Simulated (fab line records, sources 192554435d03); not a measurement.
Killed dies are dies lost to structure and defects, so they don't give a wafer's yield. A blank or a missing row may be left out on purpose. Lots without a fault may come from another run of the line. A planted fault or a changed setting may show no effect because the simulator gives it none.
fab line records | flow n5_finfet
record lots=7 wafers=39
route steps=1938 shown BEOL_M6@1194 BEOL_M7@1308 BEOL_M9@1460 BEOL_M11@1575
start_h: hours from the record's first day to the start of the lot's first wafer shown | wait_h: hours since the lot's step before | " the same as in the row above | L1.1+2: a row that stands for several wafers | - no value, or no start given | * or withheld: withheld | < > ~ a bound
route shown NAME@n: a module of which the file shows steps, and the number in the route of the first | usual: mean/standard deviation of fault-free wafers | same: alike in all rows | chamber/n: place in a boat | sites: the reading at each site | _std_site: their standard deviation | _edge_site: outer sites' mean less inner sites' | radius_mm: how far each site lies from the wafer's centre | mask NAME#n: copy n | behind: the tool/chamber that last shaped the wafer | hold: why the lot was held/for how many hours/how that ended | device: the transistor (n, p or np) that didn't switch | end of line: the same wafers' tests at the end of the route | a step without rows: its recipe alone | killed: dies lost to structure and defects at the first sort, not the wafer's yield | map: a wafer's dies, x killed, . not, _ none there
set.NAME: the setting as run; set.NAME@STEP: as run at that earlier step | model.NAME: the simulator's own value behind a step, which no gauge read
lots whose settings were changed on purpose; a table a step, a row a wafer
## steps
# step N5_BEOL_M6_ILD_DEP_00
# recipe material=SiCOH_lowk target_thk_a=1797.5 temp_c=300 precursor=DEMS/porogen pressure_torr=5 rf_w=500 time_s=33.4
# columns lot.wafer tool chamber start_h wait_h set.target_thk_a model.SiCOH_lowk_of_BEOL_M6_ILD_DEP_00.thk_nm
L075.1 pecvd-01 0 175.08 0.0 1797.5 183
L075.2 " 1 " " 1797.5 178.6
L075.3 " 2 " " 2242 224.6
L075.4 " 0 " " 2242 232.2
L075.5 " 2 " " 2242 229.8
L075.6 " 1 " " 1797.5 182.2
L074.1 pecvd-01 2 191.24 0.0 1167 120.2
L074.2 " 1 " " 1167 116.8
L074.3+4 " 0,1 " " 1797.5 184
L074.5 " 0 " " 1167 122
L074.6 " 2 " " 1797.5 182.8
L076.1+2 pecvd-01 2,0 191.86 0.0 1797.5 183.8
L076.3 " 1 " " 1797.5 182.6
L076.4 " 1 " " 1797.5 182
L076.5 " 0 " " 1797.5 184.6
L076.6 " 2 " " 1797.5 185.2
L077.1 pecvd-02 1 194.77 0.0 1797.5 181.4
L077.2 " 0 " " 1797.5 178.2
L077.3 " 2 " " 2136 212.4
L077.4 " 1 " " 1797.5 183.6
L077.5 " 0 " " 2136 217
L077.6 " 2 " " 2136 213.6
L079.1 pecvd-03 1 207.81 0.0 2590 256
L079.2 " 0 " " 1797.5 176.4
L079.3 " 2 " " 2590 253.4
L079.4 " 2 " " 2590 258.2
L079.5 " 1 " " 1797.5 179.4
L079.6 " 0 " " 1797.5 177.6
L089.1 pecvd-01 2 280.81 0.0 1797.5 182
L089.2 " 0 " " 1797.5 182.2
L089.3 " 2 " " 1797.5 185
L089.4 " 0 " " 1797.5 185.6
L089.5 " 0 " " 1797.5 185.2
L089.6 " 2 " " 1797.5 186
L095.1 pecvd-02 2 307.96 0.0 1797.5 176
L095.5 " 1 " " 1797.5 184
L095.6 " 2 " " 1797.5 180.8
# step N5_BEOL_M6_CURE_74
# recipe temp_c=385 time_s=240 ambient=He/Ar material=SiCOH_lowk
# columns lot.wafer tool chamber start_h wait_h set.target_thk_a@BEOL_M6_ILD_DEP_00 model.SiCOH_lowk_of_BEOL_M6_ILD_DEP_00.thk_nm
L075.1 uv_cure-01 1 175.30 0.2 1797.5 157.8
L075.2 " 1 " " 1797.5 154
L075.3 " 1 " " 2242 194.2
L075.4 " 1 " " 2242 201
L075.5 " 1 " " 2242 198.8
L075.6 " 1 " " 1797.5 157.2
L074.1 uv_cure-02 2 191.31 0.0 1167 103.2
L074.2 " 2 " " 1167 100.4
L074.3+4 " 2 " " 1797.5 158.8
L074.5 " 2 " " 1167 105
L074.6 " 2 " " 1797.5 157.6
L076.1+2 uv_cure-01 0 191.92 0.0 1797.5 158.6
L076.3 " 0 " " 1797.5 157.6
L076.4 " 0 " " 1797.5 157
L076.5 " 0 " " 1797.5 159.2
L076.6 " 0 " " 1797.5 159.6
L077.1 uv_cure-03 2 194.83 0.0 1797.5 156.4
L077.2 " 2 " " 1797.5 153.6
L077.3 " 2 " " 2136 183.4
L077.4 " 2 " " 1797.5 158.2
L077.5 " 2 " " 2136 187.6
L077.6 " 2 " " 2136 184.6
L079.1 uv_cure-01 0 208.02 0.2 2590 221.6
L079.2 " 0 " " 1797.5 152.2
L079.3 " 0 " " 2590 219.4
L079.4 " 0 " " 2590 223.8
L079.5 " 0 " " 1797.5 154.8
L079.6 " 0 " " 1797.5 153.2
L089.1 uv_cure-03 1 280.90 0.1 1797.5 157
L089.2 " 1 " " 1797.5 157.2
L089.3 " 1 " " 1797.5 159.6
L089.4 " 1 " " 1797.5 160
L089.5 " 1 " " 1797.5 159.8
L089.6 " 1 " " 1797.5 160.6
L095.1 uv_cure-03 0 308.02 0.0 1797.5 151.8
L095.5 " 0 " " 1797.5 158.8
L095.6 " 0 " " 1797.5 156
# step N5_BEOL_M6_THK_MEAS_01
# recipe reads=SiCOH_lowk_of_BEOL_M6_ILD_DEP_00
# usual M6_ILD_THK=156.0/2.5
# columns lot.wafer tool chamber start_h wait_h set.target_thk_a@BEOL_M6_ILD_DEP_00 M6_ILD_THK[nm]
L075.1 film_metro-01 - 175.81 0.4 1797.5 157.9
L075.2 " - " " 1797.5 153.9
L075.3 " - " " 2242 194.1
L075.4 " - " " 2242 200.9
L075.5 " - " " 2242 198.8
L075.6 " - " " 1797.5 157.2
L074.1 film_metro-01 - 192.30 0.8 1167 103.2
L074.2 " - " " 1167 100.4
L074.3 " - " " 1797.5 158.7
L074.4 " - " " 1797.5 158.8
L074.5 " - " " 1167 104.9
L074.6 " - " " 1797.5 157.6
L076.1 film_metro-02 - 192.44 0.4 1797.5 158.4
L076.2 " - " " 1797.5 158.6
L076.3 " - " " 1797.5 157.5
L076.4 " - " " 1797.5 156.9
L076.5 " - " " 1797.5 159.3
L076.6 " - " " 1797.5 159.7
L077.1 film_metro-02 - 195.35 0.4 1797.5 156.3
L077.2 " - " " 1797.5 153.6
L077.3 " - " " 2136 183.3
L077.4 " - " " 1797.5 158.2
L077.5 " - " " 2136 187.5
L077.6 " - " " 2136 184.6
L079.1 film_metro-02 - 208.54 0.4 2590 221.7
L079.2 " - " " 1797.5 152.3
L079.3 " - " " 2590 219.5
L079.4 " - " " 2590 223.7
L079.5 " - " " 1797.5 154.7
L079.6 " - " " 1797.5 153.2
L089.1 film_metro-01 - 281.41 0.4 1797.5 156.9
L089.2 " - " " 1797.5 157.3
L089.3 " - " " 1797.5 159.4
L089.4 " - " " 1797.5 160.0
L089.5 " - " " 1797.5 159.9
L089.6 " - " " 1797.5 160.5
L095.1 film_metro-01 - 309.02 0.8 1797.5 151.7
L095.5 " - " " 1797.5 158.8
L095.6 " - " " 1797.5 156.0
# step N5_BEOL_M7_TRENCH_ETCH_37
# recipe chemistry=C4F6/O2 target_depth_a=934.78 target=SiCOH_lowk time_s=31.2 ion_energy_ev=250 pressure_mtorr=30 source_w=345 bias_w=185 Ar_flow_sccm=300 C4F6_flow_sccm=10 O2_flow_sccm=10
# columns lot.wafer tool chamber start_h wait_h set.time_s model.BEOL_M7.feature_depth_nm model.etch.depth_nm model.TiN_of_BEOL_M7_HM_DEP_02.thk_nm
L075.1 rie_diel-01 0 - - 36.18 104.2 104.3 17
L075.2 " 2 " " 36.18 105.2 105.2 16.8
L075.3 " 3 " " 31.2 91.8 91.75 17.6
L075.4 " 2 " " 31.2 90.6 90.51 17.6
L075.5 " 3 " " 36.18 105.2 105.1 17.2
L075.6 " 0 " " 31.2 90.4 90.32 17.6
L074.1 rie_diel-01 0 - - 31.2 91.6 91.53 17.4
L074.2 " 3 " " 31.2 92.2 92.28 17.2
L074.3 " 2 " " 22.02 65 64.99 18.4
L074.4 " 1 " " 22.02 66.6 66.55 18.2
L074.5 " 1 " " 22.02 66.8 66.82 18.2
L074.6 " 0 " " 31.2 91.6 91.68 17.2
L076.1 rie_diel-04 2 - - 31.2 92 92 17.4
L076.2 " 0 " " 31.2 92.4 92.4 17.4
L076.3 " 1 " " 46.18 138 138 15.8
L076.4 " 3 " " 31.2 92.4 92.46 17.4
L076.5 " 0 " " 46.18 136.4 136.4 15.8
L076.6 " 1 " " 46.18 138.4 138.3 16.2
L077.1 rie_diel-03 2 - - 31.2 95.4 95.38 17.4
L077.2 " 0 " " 36.04 107.4 107.4 17
L077.3 " 1 " " 31.2 91.6 91.66 17.2
L077.4 " 3 " " 36.04 106 106 17
L077.5 " 2 " " 31.2 95 95.09 17.2
L077.6 " 3 " " 36.04 105.8 105.8 16.6
L079.1 rie_diel-04 3 - - 31.2 92.8 92.77 17
L079.2 " 1 " " 31.2 92.8 92.71 17
L079.3 " 2 " " 31.2 92.6 92.64 16.6
L079.4 " 0 " " 31.2 92.2 92.15 17.2
L079.5 " 3 " " 31.2 92.8 92.75 17.4
L079.6 " 0 " " 31.2 92.2 92.12 16.8
L089.1 rie_diel-01 0 - - 31.2 92 92.03 17.4
L089.2 " 1 " " 26 77.4 77.43 18.2
L089.3 " 2 " " 31.2 93.4 93.49 17.4
L089.4 " 3 " " 26 76.8 76.9 17.8
L089.5 " 0 " " 31.2 91.2 91.19 17.8
L089.6 " 1 " " 26 77.8 77.76 17.6
L095.1 rie_diel-04 2 - - 31.2 93.6 93.53 17.2
L095.5 " 0 " " 31.2 97 97.09 16.8
L095.6 " 1 " " 31.2 94 94.05 17.6
# step N5_BEOL_M7_ETCH_41
# recipe chemistry=CH3F/O2 target=SiCN target_depth_a=319 taper_deg=2 time_s=57.8 ion_energy_ev=120 mask_material=TiN pressure_mtorr=30 source_w=395 bias_w=75 Ar_flow_sccm=150 CH3F_flow_sccm=30 O2_flow_sccm=20
# step N5_BEOL_M7_STRIP_80
# recipe chemistry=N2/H2 time_s=10 power_w=450 temp_c=40 pressure_mtorr=20 rf_frequency_hz=6e+07 bias_power_w=7 n2_flow_sccm=200 h2_flow_sccm=200
# step N5_BEOL_M7_OCD_MEAS_38
# usual trench_depth_nm=93.1/1.9
# columns lot.wafer tool chamber start_h wait_h set.time_s@BEOL_M7_TRENCH_ETCH_37 trench_depth_nm
L075.1 ocd-02 - 190.22 - 36.18 104.4
L075.2 " - " " 36.18 105.3
L075.3 " - " " 31.2 91.8
L075.4 " - " " 31.2 90.2
L075.5 " - " " 36.18 104.8
L075.6 " - " " 31.2 90.4
L074.1 ocd-01 - 202.85 - 31.2 91.6
L074.2 " - " " 31.2 92.1
L074.3 " - " " 22.02 65.2
L074.4 " - " " 22.02 66.6
L074.5 " - " " 22.02 66.7
L074.6 " - " " 31.2 91.7
L076.1 ocd-02 - 205.78 - 31.2 92.0
L076.2 " - " " 31.2 92.6
L076.3 " - " " 46.18 137.6
L076.4 " - " " 31.2 91.9
L076.5 " - " " 46.18 136.7
L076.6 " - " " 46.18 138.3
L077.1 ocd-01 - 205.79 - 31.2 95.2
L077.2 " - " " 36.04 107.4
L077.3 " - " " 31.2 91.9
L077.4 " - " " 36.04 105.5
L077.5 " - " " 31.2 95.5
L077.6 " - " " 36.04 105.6
L079.1 ocd-01 - 219.80 - 31.2 92.6
L079.2 " - " " 31.2 92.4
L079.3 " - " " 31.2 92.9
L079.4 " - " " 31.2 93.1
L079.5 " - " " 31.2 92.5
L079.6 " - " " 31.2 91.9
L089.1 ocd-01 - 290.97 - 31.2 91.4
L089.2 " - " " 26 78.0
L089.3 " - " " 31.2 93.9
L089.4 " - " " 26 77.3
L089.5 " - " " 31.2 90.9
L089.6 " - " " 26 77.3
L095.1 ocd-02 - 323.50 - 31.2 93.4
L095.5 " - " " 31.2 97.4
L095.6 " - " " 31.2 94.1
# step N5_BEOL_M7_HM_STRIP_39
# recipe chemistry=peroxide_tin_strip material=TiN target_depth_a=250 temp_c=50 time_s=158
# step N5_BEOL_M7_SRD_40
# recipe time_s=30 temp_c=23 rinse_liquid=diw dry=ipa_marangoni
# step N5_BEOL_M7_ECD_50
# recipe material=Cu target_thk_a=3000
# step N5_BEOL_M7_ANNEAL_51
# recipe temp_c=225 time_s=90 ambient=N2
# step N5_BEOL_M7_CMP_52
# recipe stop_on=SiCOH_lowk t_overpolish_s=6.9 down_force_psi=1 platen_rpm=50 clearing_platen_down_force_psi=1.5 clearing_platen_rpm=50 post_cmp_clean=cu_alkaline target_thk_nm=80 clearing_platen_pad_velocity_m_s=0.99484 pad_velocity_m_s=0.99484
# columns lot.wafer tool chamber start_h wait_h set.time_s@BEOL_M7_TRENCH_ETCH_37 model.Cu_of_BEOL_M7_ECD_50.thk_nm
L075.2 cmp-03 0 192.05 0.2 36.18 90.2
L075.1 " 1 " " 36.18 88.8
L075.3 " 2 " " 31.2 75.4
L075.4 " 3 " " 31.2 76.8
L075.6 " 0 " " 31.2 75.6
L075.5 " 1 " " 36.18 89.8
L074.4 cmp-03 0 206.94 0.1 22.02 52.4
L074.3 " 1 " " 22.02 50.6
L074.1 " 2 " " 31.2 76.6
L074.2 " 3 " " 31.2 79.2
L074.6 " 0 " " 31.2 78.8
L074.5 " 1 " " 22.02 53.2
L077.2 cmp-01 0 207.75 0.2 36.04 93.4
L077.3 " 1 " " 31.2 77
L077.1 " 2 " " 31.2 81.2
L077.4 " 3 " " 36.04 91
L077.6 " 0 " " 36.04 89.4
L077.5 " 1 " " 31.2 81.6
L076.2 cmp-03 0 207.75 0.2 31.2 77.6
L076.4 " 1 " " 31.2 77.4
L076.1 " 2 " " 31.2 75
L076.3 " 3 " " 46.18 124.4
L076.6 " 0 " " 46.18 123.4
L076.5 " 1 " " 46.18 122.4
L079.1 cmp-01 2 222.60 0.3 31.2 79.2
L079.3 " 3 " " 31.2 79.8
L079.4 " 0 " " 31.2 78.6
L079.2 " 1 " " 31.2 79.6
L079.6 " 2 " " 31.2 79.4
L079.5 " 3 " " 31.2 80
L089.3 cmp-04 0 292.90 0.3 31.2 80.2
L089.4 " 1 " " 26 64.4
L089.2 " 2 " " 26 63.6
L089.1 " 3 " " 31.2 80.8
L089.6 " 0 " " 26 64.8
L089.5 " 1 " " 31.2 78.6
L095.1 cmp-04 3 326.40 0.3 31.2 80.6
L095.6 " 2 " " 31.2 78.6
L095.5 " 3 " " 31.2 83.4
# step N5_BEOL_M7_THK_MEAS_53
# recipe thk_meas_gauge=xrf reads=Cu_of_BEOL_M7_ECD_50
# usual M7_THK=77.9/2.2
# columns lot.wafer tool chamber start_h wait_h set.time_s@BEOL_M7_TRENCH_ETCH_37 M7_THK[nm]
L075.1 film_metro-02 - 192.34 - 36.18 86.6
L075.2 " - " " 36.18 88.0
L075.3 " - " " 31.2 73.8
L075.4 " - " " 31.2 74.7
L075.5 " - " " 36.18 87.7
L075.6 " - " " 31.2 73.7
L074.1 film_metro-01 - 207.23 - 31.2 75.1
L074.2 " - " " 31.2 77.8
L074.3 " - " " 22.02 49.5
L074.4 " - " " 22.02 51.3
L074.5 " - " " 22.02 52.1
L074.6 " - " " 31.2 77.1
L077.1 film_metro-02 - 208.04 - 31.2 79.7
L077.2 " - " " 36.04 91.4
L077.3 " - " " 31.2 75.5
L077.4 " - " " 36.04 89.2
L077.5 " - " " 31.2 79.7
L077.6 " - " " 36.04 87.4
L076.1 film_metro-01 - 208.05 - 31.2 74.5
L076.2 " - " " 31.2 77.3
L076.3 " - " " 46.18 123.7
L076.4 " - " " 31.2 76.7
L076.5 " - " " 46.18 121.9
L076.6 " - " " 46.18 122.7
L079.1 film_metro-02 - 222.89 - 31.2 77.6
L079.2 " - " " 31.2 78.0
L079.3 " - " " 31.2 78.2
L079.4 " - " " 31.2 77.1
L079.5 " - " " 31.2 78.7
L079.6 " - " " 31.2 78.3
L089.1 film_metro-01 - 293.20 - 31.2 79.5
L089.2 " - " " 26 62.8
L089.3 " - " " 31.2 79.0
L089.4 " - " " 26 63.4
L089.5 " - " " 31.2 77.5
L089.6 " - " " 26 63.5
L095.1 film_metro-02 - 326.67 0.2 31.2 77.8
L095.5 " - " " 31.2 80.6
L095.6 " - " " 31.2 76.2
# step N5_BEOL_M7_PRE_CLEAN_55
# recipe gas=NH3 time_s=15 temp_c=withheld rf_power_w=300
# step N5_BEOL_M7_DEP_56
# recipe material=SiCN target_thk_a=100 temp_c=withheld precursor=3MS/NH3 pressure_torr=3 rf_w=202 time_s=17.5
# step N5_BEOL_M7_RS_MEAS_57
# recipe thk_meas_gauge=four-point-probe reads=Cu_of_BEOL_M7_ECD_50+Co_of_BEOL_M7_CVD_78+TaN_of_BEOL_M7_ALD_77
# usual M7_RS=0.289/0.0093
# columns lot.wafer tool chamber start_h wait_h set.time_s@BEOL_M7_TRENCH_ETCH_37 M7_RS[ohm/sq]
L075.1 film_metro-01 - 192.48 0.1 36.18 0.253
L075.2 " - " " 36.18 0.248
L075.3 " - " " 31.2 0.306
L075.4 " - " " 31.2 0.300
L075.5 " - " " 36.18 0.250
L075.6 " - " " 31.2 0.306
L074.1 film_metro-02 - 207.39 0.1 31.2 0.302
L074.2 " - " " 31.2 0.289
L074.3 " - " " 22.02 0.499
L074.4 " - " " 22.02 0.477
L074.5 " - " " 22.02 0.468
L074.6 " - " " 31.2 0.291
L077.1 film_metro-01 - 208.17 0.1 31.2 0.280
L077.2 " - " " 36.04 0.239
L077.3 " - " " 31.2 0.299
L077.4 " - " " 36.04 0.246
L077.5 " - " " 31.2 0.280
L077.6 " - " " 36.04 0.251
L076.1 film_metro-01 - 208.18 0.1 31.2 0.308
L076.2 " - " " 31.2 0.297
L076.3 " - " " 46.18 0.172
L076.4 " - " " 31.2 0.297
L076.5 " - " " 46.18 0.176
L076.6 " - " " 46.18 0.174
L079.1 film_metro-02 - 223.02 0.1 31.2 0.289
L079.2 " - " " 31.2 0.287
L079.3 " - " " 31.2 0.286
L079.4 " - " " 31.2 0.292
L079.5 " - " " 31.2 0.285
L079.6 " - " " 31.2 0.289
L089.1 film_metro-01 - 293.33 0.1 31.2 0.282
L089.2 " - " " 26 0.376
L089.3 " - " " 31.2 0.285
L089.4 " - " " 26 0.371
L089.5 " - " " 31.2 0.292
L089.6 " - " " 26 0.367
L095.1 film_metro-01 - 326.80 0.1 31.2 0.284
L095.5 " - " " 31.2 0.273
L095.6 " - " " 31.2 0.292
# step N5_BEOL_M9_CVD_78
# recipe material=Co target_thk_a=20 temp_c=withheld precursor=CCTBA/H2 pressure_torr=30 time_s=138.9
# columns lot.wafer tool chamber start_h wait_h set.target_thk_a model.Co_of_BEOL_M9_CVD_78.thk_nm
L075.1 cvd_co-01 2 206.26 0.0 20 1.8
L075.2+4 " 1 " " 20 2
L075.3+6 " 2,1 " " 30.04 3
L075.5 " 2 " " 30.04 2.8
L077.1+2+6 cvd_co-02 1,0,1 221.81 0.1 20 2.2
L077.3+4+5 " 2,2,0 " " 20 2
L074.1 cvd_co-01 2 222.79 0.0 30.75 2.8
L074.2 " 1 " " 30.75 3.2
L074.3 " 0 " " 30.75 3
L074.4 " 1 " " 20 2.2
L074.5+6 " 0,2 " " 20 2
L076.1 cvd_co-02 2 225.29 0.0 11.39 1.2
L076.2+4+5 " 0,0,2 " " 20 2.2
L076.3+6 " 1 " " 11.39 1.4
L079.1+2+5 cvd_co-02 0,2,1 236.01 0.1 9.88 1.2
L079.3+4+6 " 1,0,2 " " 20 2.2
L089.1+3 cvd_co-01 0,2 308.19 0.0 26.7 2.4
L089.2 " 1 " " 26.7 2.6
L089.4 " 1 " " 20 2
L089.5+6 " 2,0 " " 20 1.8
L095.1 cvd_co-01 1 339.29 0.1 20 2.2
L095.5+6 " 1,0 " " 20 2
# step N5_BEOL_M11_VIA_ETCH_34
# recipe chemistry=C4F6/O2 target=SiCOH_lowk target_depth_a=1845 mask_material=SOC taper_deg=4 time_s=69.2 ion_energy_ev=250 pressure_mtorr=30 source_w=345 bias_w=185 Ar_flow_sccm=300 C4F6_flow_sccm=10 O2_flow_sccm=10
# columns lot.wafer tool chamber start_h wait_h set.time_s model.etch.depth_nm model.SOC_of_BEOL_M11_COAT_63.thk_nm
L075.1 rie_diel-01 0 220.45 0.0 69.2 176.9 92.4
L075.2 " 2 " " 69.2 180.9 92.2
L075.3 " 3 " " 69.2 181.4 92.2
L075.4 " 3 " " 69.2 179.9 92.4
L075.5 " 2 " " 69.2 180.7 92
L075.6 " 0 " " 69.2 177.8 92.4
L074.1 rie_diel-03 1 235.00 0.0 95.66 258.6 88.6
L074.2 " 2 " " 69.2 188.2 91.4
L074.3 " 3 " " 95.66 251.4 88.8
L074.4 " 1 " " 69.2 187.5 91.8
L074.5 " 3 " " 69.2 180.5 92
L074.6 " 2 " " 95.66 261.6 89
L077.1 rie_diel-03 1 235.86 0.0 69.2 188.2 91.6
L077.2 " 2 " " 69.2 189 92
L077.3 " 3 " " 69.2 179.8 91.8
L077.4 " 1 " " 69.2 188.3 91.8
L077.5 " 2 " " 69.2 187.6 92
L077.6 " 3 " " 69.2 179.5 92
L076.1 rie_diel-01 1 237.27 0.0 38.15 102.1 95.4
L076.2 " 2 " " 69.2 185.1 91.8
L076.3 " 3 " " 38.15 100.1 95.6
L076.4 " 1 " " 38.15 101.9 95.4
L076.5 " 2 " " 69.2 182.1 91.8
L076.6 " 3 " " 69.2 182.6 92
L079.1 rie_diel-04 1 246.89 0.0 69.2 185.5 92
L079.2 " 3 " " 69.2 184.8 92
L079.3 " 2 " " 83.6 222.8 90.4
L079.4 " 3 " " 69.2 185.9 92
L079.5 " 2 " " 83.6 222 90.4
L079.6 " 1 " " 83.6 222.3 90.2
L089.1 rie_diel-01 3 322.97 0.0 30.32 79.33 96.2
L089.2 " 2 " " 30.32 80.25 96.6
L089.3 " 1 " " 69.2 184.3 91.8
L089.4 " 0 " " 30.32 79.23 96.2
L089.5 " 1 " " 69.2 183.9 91.6
L089.6 " 2 " " 69.2 182.3 91.4
L095.1 rie_diel-01 2 351.33 0.0 69.2 184.2 91.8
L095.5 " 3 " " 69.2 183 92.2
L095.6 " 0 " " 69.2 182.7 92
## key
split step=N5_BEOL_M6_ILD_DEP_00 setting=target_thk_a stated=1797.5 by=wafer
response step=N5_BEOL_M6_ILD_DEP_00 reading=model.SiCOH_lowk_of_BEOL_M6_ILD_DEP_00.thk_nm change=+1.81 per=1% r=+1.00
response step=N5_BEOL_M6_CURE_74 reading=model.SiCOH_lowk_of_BEOL_M6_ILD_DEP_00.thk_nm change=+1.58 per=1% r=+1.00
response step=N5_BEOL_M6_THK_MEAS_01 reading=M6_ILD_THK change=+1.58 per=1% r=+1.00
split step=N5_BEOL_M7_TRENCH_ETCH_37 setting=time_s stated=31.2 by=wafer
response step=N5_BEOL_M7_TRENCH_ETCH_37 reading=model.BEOL_M7.feature_depth_nm change=+0.911 per=1% r=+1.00
response step=N5_BEOL_M7_TRENCH_ETCH_37 reading=model.etch.depth_nm change=+0.911 per=1% r=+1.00
response step=N5_BEOL_M7_TRENCH_ETCH_37 reading=model.TiN_of_BEOL_M7_HM_DEP_02.thk_nm change=-0.0307 per=1% r=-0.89
response step=N5_BEOL_M7_OCD_MEAS_38 reading=trench_depth_nm change=+0.909 per=1% r=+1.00
response step=N5_BEOL_M7_CMP_52 reading=model.Cu_of_BEOL_M7_ECD_50.thk_nm change=+0.93 per=1% r=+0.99
response step=N5_BEOL_M7_THK_MEAS_53 reading=M7_THK change=+0.922 per=1% r=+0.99
response step=N5_BEOL_M7_RS_MEAS_57 reading=M7_RS change=-0.00368 per=1% r=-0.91
split step=N5_BEOL_M9_CVD_78 setting=target_thk_a stated=20 by=wafer
response step=N5_BEOL_M9_CVD_78 reading=model.Co_of_BEOL_M9_CVD_78.thk_nm change=+0.019 per=1% r=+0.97
split step=N5_BEOL_M11_VIA_ETCH_34 setting=time_s stated=69.2 by=wafer
response step=N5_BEOL_M11_VIA_ETCH_34 reading=model.etch.depth_nm change=+1.84 per=1% r=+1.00
response step=N5_BEOL_M11_VIA_ETCH_34 reading=model.SOC_of_BEOL_M11_COAT_63.thk_nm change=-0.0813 per=1% r=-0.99
